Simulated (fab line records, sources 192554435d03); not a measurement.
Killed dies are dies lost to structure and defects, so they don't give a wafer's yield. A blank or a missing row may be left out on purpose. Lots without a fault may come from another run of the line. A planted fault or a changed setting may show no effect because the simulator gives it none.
fab line records | flow n5_finfet
record lots=12 wafers=29 last_day=17
route steps=1938 shown BEOL_M15@1786 PASSIVATION@1936
lots that met no fault: from a run of the same line without faults
start_h: hours from the record's first day to the start of the lot's first wafer shown | wait_h: hours since the lot's step before | " the same as in the row above | L1.1+2: a row that stands for several wafers | - no value, or no start given | * or withheld: withheld | < > ~ a bound
route shown NAME@n: a module of which the file shows steps, and the number in the route of the first | usual: mean/standard deviation of fault-free wafers | same: alike in all rows | chamber/n: place in a boat | sites: the reading at each site | _std_site: their standard deviation | _edge_site: outer sites' mean less inner sites' | radius_mm: how far each site lies from the wafer's centre | mask NAME#n: copy n | behind: the tool/chamber that last shaped the wafer | hold: why the lot was held/for how many hours/how that ended | device: the transistor (n, p or np) that didn't switch | end of line: the same wafers' tests at the end of the route | a step without rows: its recipe alone | killed: dies lost to structure and defects at the first sort, not the wafer's yield | map: a wafer's dies, x killed, . not, _ none there
set.NAME: the setting as run; set.NAME@STEP: as run at that earlier step | model.NAME: the simulator's own value behind a step, which no gauge read
steps of the route over a sample of lots; a table a step, a row a wafer
services: from which hour (start_h, from the record's first day; less than 0 if before it) a tool's chamber was out of use, for how many hours, and why
## steps
# step N5_BEOL_M15_DESCUM_15
# recipe chemistry=O2 time_s=7.9 source_power_w=50 bias_power_w=20 pressure_mtorr=20 rf_frequency_hz=2.712e+07 temp_c=40 o2_flow_sccm=225
# usual drypump_motor_current_A=6.0/0.43 oes_product_au=0.76/0.079 rf_vpp_V=243.5/1.3 showerhead_plenum_p_Torr=2.12/0.062 throttle_valve_pct=20.53/0.26
# columns lot.wafer tool chamber start_h wait_h drypump_motor_current_A oes_product_au rf_hours_counter_h rf_vpp_V showerhead_plenum_p_Torr throttle_valve_pct
L738.1 rie_diel-03 0 260.24 0.0 6.1 0.74 183 243.9 2.18 20.33
L738.3 " 1 " " 5.7 0.71 193 244.1 2.08 20.85
L738.5 " 3 " " 6.6 0.85 - 245.2 2.22 20.29
L744.2 rie_diel-01 2 284.02 0.0 5.5 0.81 104 243.6 2.11 20.68
L744.3 " 1 " " 5.6 0.89 28 244.0 2.08 20.20
L744.5 " 1 " " 5.6 0.88 - 242.2 2.08 20.18
L740.1 rie_diel-02 2 284.27 0.0 6.0 0.73 210 243.9 2.17 20.64
L740.3 " 1 " " 5.7 0.69 223 241.7 2.01 20.88
L740.6 " 2 " " 6.0 0.72 - 244.2 2.17 20.62
L741.1 rie_diel-03 1 284.40 0.0 5.7 0.73 200 243.3 2.08 20.88
L741.6 " 3 " " 6.6 0.85 - 246.2 2.22 20.28
L747.2 rie_diel-02 0 313.13 0.0 6.0 0.89 27 242.3 2.16 20.34
L747.3 " 3 " " 5.7 0.66 250 243.7 2.07 21.09
L746.1 rie_diel-03 1 314.28 0.3 5.7 0.70 209 243.0 2.08 20.90
L748.3 rie_diel-02 1 320.53 0.0 5.7 0.69 232 241.3 2.01 20.91
L748.4 " 0 " " 6.0 0.88 - 244.3 2.16 20.34
L748.6 " 1 " " 5.7 0.69 - 242.4 2.01 20.91
L750.6 rie_diel-03 0 329.90 0.0 6.1 0.72 - 245.7 2.17 20.36
L753.1 rie_diel-03 1 337.95 0.1 5.7 0.70 216 241.0 2.08 20.90
L753.2 " 3 " " 6.6 0.81 82 244.0 2.21 20.32
L753.5 " 0 " " 6.1 0.71 - 245.2 2.17 20.37
L758.1 rie_diel-03 2 372.63 0.0 6.4 0.68 223 241.3 2.08 20.53
L758.3 " 0 " " 6.1 0.71 220 243.6 2.16 20.38
L758.4 " 1 " " 5.7 0.70 228 241.5 2.07 20.94
L757.1 rie_diel-01 0 373.27 0.0 5.1 0.68 242 243.9 2.18 20.63
L757.4 " 0 " " 5.1 0.68 - 244.6 2.18 20.65
L757.6 " 1 " " 5.6 0.84 - 240.4 2.07 20.25
L760.5 rie_diel-03 0 383.24 0.0 6.1 0.71 - 243.1 2.16 20.37
L760.6 " 3 " " 6.6 0.81 - 244.7 2.21 20.35
# step N5_BEOL_M15_VIA_ETCH_16
# recipe chemistry=C4F8/O2/Ar target=SiO2 he_inner_torr=15 he_outer_torr=30 target_depth_a=17922 time_s=withheld ion_energy_ev=800 pressure_mtorr=20 source_w=1905 bias_w=2040 Ar_flow_sccm=400 C4F8_flow_sccm=16 O2_flow_sccm=12 ends=cleared
# usual C4F8_flow_sccm=16.00/0.043 drypump_motor_current_A=6.0/0.43 oes_product_au=0.69/0.074 rf_vpp_V=2208/57 showerhead_plenum_p_Torr=3.46/0.099 throttle_valve_pct=30.8/0.32
# columns lot.wafer tool chamber start_h wait_h C4F8_flow_sccm drypump_motor_current_A oes_product_au rf_vpp_V showerhead_plenum_p_Torr throttle_valve_pct
L738.1 rie_diel-03 0 260.33 0.0 15.93 6.1 0.66 2166 3.54 30.4
L738.3 " 1 " " 15.98 5.7 0.64 2180 3.39 31.1
L738.5 " 3 " " 16.00 6.6 0.77 2237 3.63 30.7
L744.2 rie_diel-01 2 284.11 0.0 16.03 5.4 0.74 2268 3.44 31.1
L744.3 " 1 " " 16.06 5.7 0.81 2092 3.35 30.4
L744.5 " 1 " " 15.97 5.6 0.81 2092 3.35 30.3
L740.1 rie_diel-02 2 284.35 0.0 15.99 6.0 0.65 2212 3.55 31.2
L740.3 " 1 " " 16.02 5.7 0.62 2132 3.29 31.2
L740.6 " 2 " " 15.98 6.0 0.65 2210 3.55 31.2
L741.1 rie_diel-03 1 284.49 0.0 16.01 5.7 0.64 2180 3.39 31.2
L741.6 " 3 " " 16.08 6.6 0.77 2236 3.63 30.7
L747.2 rie_diel-02 0 313.22 0.0 16.07 5.9 0.82 2314 3.47 30.4
L747.3 " 3 " " 15.98 5.7 0.60 2300 3.36 31.4
L746.1 rie_diel-03 1 314.36 0.0 16.00 5.7 0.62 2179 3.38 31.1
L748.3 rie_diel-02 1 320.62 0.0 16.00 5.7 0.61 2131 3.29 31.2
L748.4 " 0 " " 16.03 6.0 0.81 2315 3.46 30.4
L748.6 " 1 " " 15.96 5.7 0.61 2131 3.29 31.2
L750.6 rie_diel-03 0 330.09 0.1 16.00 6.1 0.64 2165 3.53 30.5
L753.1 rie_diel-03 1 338.04 0.0 16.03 5.7 0.63 2178 3.38 31.2
L753.2 " 3 " " 16.00 6.6 0.75 2234 3.62 30.7
L753.5 " 0 " " 16.03 6.1 0.63 2164 3.52 30.5
L758.1 rie_diel-03 2 372.72 0.0 16.03 6.4 0.62 2251 3.39 30.8
L758.3 " 0 " " 16.04 6.1 0.63 2163 3.52 30.5
L758.4 " 1 " " 16.04 5.7 0.62 2178 3.37 31.2
L757.1 rie_diel-01 0 373.36 0.0 16.10 5.1 0.63 2174 3.53 30.9
L757.4 " 0 " " 16.06 5.1 0.62 2175 3.53 30.9
L757.6 " 1 " " 16.06 5.7 0.77 2091 3.34 30.4
L760.5 rie_diel-03 0 383.43 0.1 15.96 6.1 0.63 2162 3.52 30.5
L760.6 " 3 " " 16.05 6.6 0.73 2236 3.61 30.7
# step N5_BEOL_M15_ETCH_57
# recipe chemistry=N2/H2 target=SOC source_w=3000 bias_w=350 time_s=750 ion_energy_ev=200 pressure_mtorr=30 n2_flow_sccm=200 h2_flow_sccm=200
# usual drypump_motor_current_A=5.9/0.41 h2_flow_sccm=200.1/0.63 oes_product_au=0.80/0.1 rf_vpp_V=524.1/2.2 showerhead_plenum_p_Torr=2.55/0.076 throttle_valve_pct=17.8/0.34
# columns lot.wafer tool chamber start_h wait_h drypump_motor_current_A h2_flow_sccm oes_product_au rf_hours_counter_h rf_vpp_V showerhead_plenum_p_Torr throttle_valve_pct
L738.1 rie_diel-02 0 260.85 - 6.0 200.0 0.94 12 524.8 2.62 17.6
L738.3 " 1 " " 5.7 200.2 0.70 217 518.3 2.40 18.1
L738.5 " 3 " " 5.7 200.0 0.68 - 523.4 2.50 18.4
L744.2 rie_diel-01 3 284.66 - 6.4 201.1 1.00 2 521.1 2.49 17.3
L744.3 " 1 " " 5.7 200.5 0.91 28 521.6 2.49 17.5
L744.5 " 1 " " 5.6 200.0 0.90 - 521.8 2.49 17.4
L740.1 rie_diel-03 2 285.07 - 6.4 199.5 0.70 195 522.1 2.50 17.6
L740.3 " 1 " " 5.7 200.3 0.71 200 522.7 2.51 18.1
L740.6 " 0 " " 6.1 200.3 0.73 - 527.5 2.62 17.5
L741.1 rie_diel-01 0 285.14 - 5.1 199.1 0.70 215 525.7 2.62 17.8
L741.6 " 3 " " 6.4 199.5 1.01 - 523.2 2.49 17.3
L747.2 rie_diel-01 0 313.73 - 5.1 199.8 0.71 223 525.9 2.62 17.8
L747.3 " 3 " " 6.4 200.6 1.32 11 524.4 2.49 17.3
L746.1 rie_diel-01 0 314.87 - 5.1 200.2 0.71 224 524.6 2.62 17.8
L748.3 rie_diel-02 0 321.13 - 6.0 200.0 0.90 31 525.5 2.61 17.6
L748.4 " 2 " " 6.0 199.0 0.72 - 525.2 2.63 18.1
L748.6 " 1 " " 5.7 200.2 0.68 - 520.6 2.40 18.1
L750.6 rie_diel-01 1 330.72 - 5.7 199.3 0.87 - 521.9 2.48 17.5
L753.1 rie_diel-02 2 338.61 - 6.0 199.5 0.71 230 526.1 2.62 18.1
L753.2 " 1 " " 5.7 200.8 0.67 240 519.0 2.39 18.1
L753.5 " 0 " " 6.0 200.3 0.88 - 525.8 2.61 17.7
L758.1 rie_diel-03 1 373.23 - 5.7 200.1 0.69 228 522.2 2.50 18.1
L758.3 " 2 " " 6.4 200.4 0.69 223 524.1 2.49 17.7
L758.4 " 3 " " 6.6 200.3 0.83 93 528.1 2.67 17.6
L757.1 rie_diel-02 2 374.02 - 6.0 200.6 0.71 242 524.0 2.62 18.2
L757.4 " 2 " " 6.0 200.5 0.70 - 525.7 2.62 18.2
L757.6 " 0 " " 6.0 200.2 0.87 - 525.3 2.60 17.7
L760.5 rie_diel-01 0 384.11 - 5.2 201.0 0.69 - 526.1 2.61 17.9
L760.6 " 1 " " 5.6 200.2 0.85 - 522.8 2.48 17.5
# step N5_BEOL_M15_INSPECT_30
# recipe mode=adi inspect_instrument=macro
# usual raw_defect_count=1.9/1.2
# columns lot.wafer tool chamber start_h wait_h raw_defect_count
L738.1 defect_inspect-01 - 261.80 0.0 0
L738.3 " - " " 3
L738.5 " - " " 2
L744.2 defect_inspect-02 - 285.49 0.0 2
L744.3 " - " " 2
L744.5 " - " " 2
L740.1 defect_inspect-02 - 285.90 0.0 1
L740.3 " - " " 1
L740.6 " - " " 2
L741.1 defect_inspect-02 - 286.09 0.0 1
L741.6 " - " " 1
L747.2 defect_inspect-01 - 314.56 0.0 1
L747.3 " - " " 1
L746.1 defect_inspect-01 - 315.70 0.0 2
L748.3 defect_inspect-02 - 322.08 0.0 2
L748.4 " - " " 3
L748.6 " - " " 1
L750.6 defect_inspect-02 - 331.44 0.0 2
L753.1 defect_inspect-02 - 339.56 0.0 2
L753.2 " - " " 3
L753.5 " - " " 3
L758.1 defect_inspect-01 - 374.18 0.0 3
L758.3 " - " " 1
L758.4 " - " " 3
L757.1 defect_inspect-02 - 374.97 0.0 0
L757.4 " - " " 1
L757.6 " - " " 2
L760.5 defect_inspect-02 - 384.83 0.0 1
L760.6 " - " " 0
# step N5_PASSIVATION_PROBE_49
# usual defect_limited_yield=91.4/1.5 killed_at_M0_to_M3=36/11 killed_at_M4_up=14/6 killed_at_contacts=11/6 killed_at_front_end=37/11 killed_at_other=4/3.4 killed_dies=102/18 killed_open=66/13 killed_short=34/7.8 sort_bin_4_leakage=0.00/0.017 sort_bin_5_function=5.0/0.97 sort_bin_6_memory=3.2/0.7 sort_n_pass=1078/19 sort_yield_pct=91.3/1.6
# same gross_dies=1180 killed_at_back_side=0 sort_bin_8_speed[%]=0
# columns lot.wafer tool chamber start_h wait_h defect_limited_yield[%] killed_at_M0_to_M3 killed_at_M4_up killed_at_contacts killed_at_front_end killed_at_other killed_dies killed_open killed_short sort_bin_4_leakage[%] sort_bin_5_function[%] sort_bin_6_memory[%] sort_n_pass sort_yield_pct[%]
L746.1 prober-02 - 332.43 0.0 90.1 55 15 10 33 4 117 81 35 0 5.4 3.9 1063 90.1
# killed by level:class
L746.1 BEOL_M0_SAQP:geometric_particle:open=17 BEOL_M1:geometric_particle:open=13 FIN_SAQP:geometric_particle:open=11 MOL_CONTACT_COAG:geometric_particle:open=9 BEOL_M0_SAQP:geometric_particle:short=9 FIN_SAQP:geometric_particle:short=7 BEOL_M2:geometric_particle:open=7 BEOL_M4:geometric_particle:open=7
## services
# columns tool chamber start_h hours kind
rie_diel-01 3 261.78 - clean
rie_diel-01 3 261.78 - consumable_replace:focus_ring
rie_diel-01 3 261.78 18.0 scheduled_down
rie_diel-01 3 261.78 18.0 vent_cycle
rie_diel-03 - 283.25 0.1 repair
rie_diel-03 1 299.40 1.6 repair
rie_diel-02 1 311.81 7.9 repair
rie_diel-02 3 314.33 6.4 repair
rie_diel-02 3 320.94 - clean
rie_diel-02 3 320.94 - consumable_replace:focus_ring
rie_diel-02 3 320.94 25.9 scheduled_down
rie_diel-02 3 320.94 25.9 vent_cycle
rie_diel-01 2 344.05 3.6 repair
rie_diel-02 3 358.48 9.0 repair
rie_diel-02 1 369.38 - clean
rie_diel-02 1 369.38 - consumable_replace:focus_ring
rie_diel-02 1 369.38 - consumable_replace:showerhead
rie_diel-02 1 369.38 19.1 scheduled_down
rie_diel-02 1 369.38 19.1 vent_cycle
rie_diel-01 3 371.86 5.6 repair
rie_diel-01 - 377.20 0.4 repair
## key
first_sign step=N5_BEOL_M15_ETCH_57 reading=oes_product_au direction=up sigmas=5.1 usual=0.80 struck=1.32
effect none on later readings
met_at N5_BEOL_M15_ETCH_57
struck_lots L747
struck_wafers L747.3
not_acting_at N5_BEOL_M15_DESCUM_15,N5_BEOL_M15_VIA_ETCH_16,N5_BEOL_M15_INSPECT_30
onset_between 285.14 313.73
fault kind=process_parameter_drift tool=rie_diel-01 chamber=- onset_h=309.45 steps=N5_BEOL_M15_ETCH_57 channel=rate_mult offset=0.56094 shape=step end_h=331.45 scope=struck_wafers_only
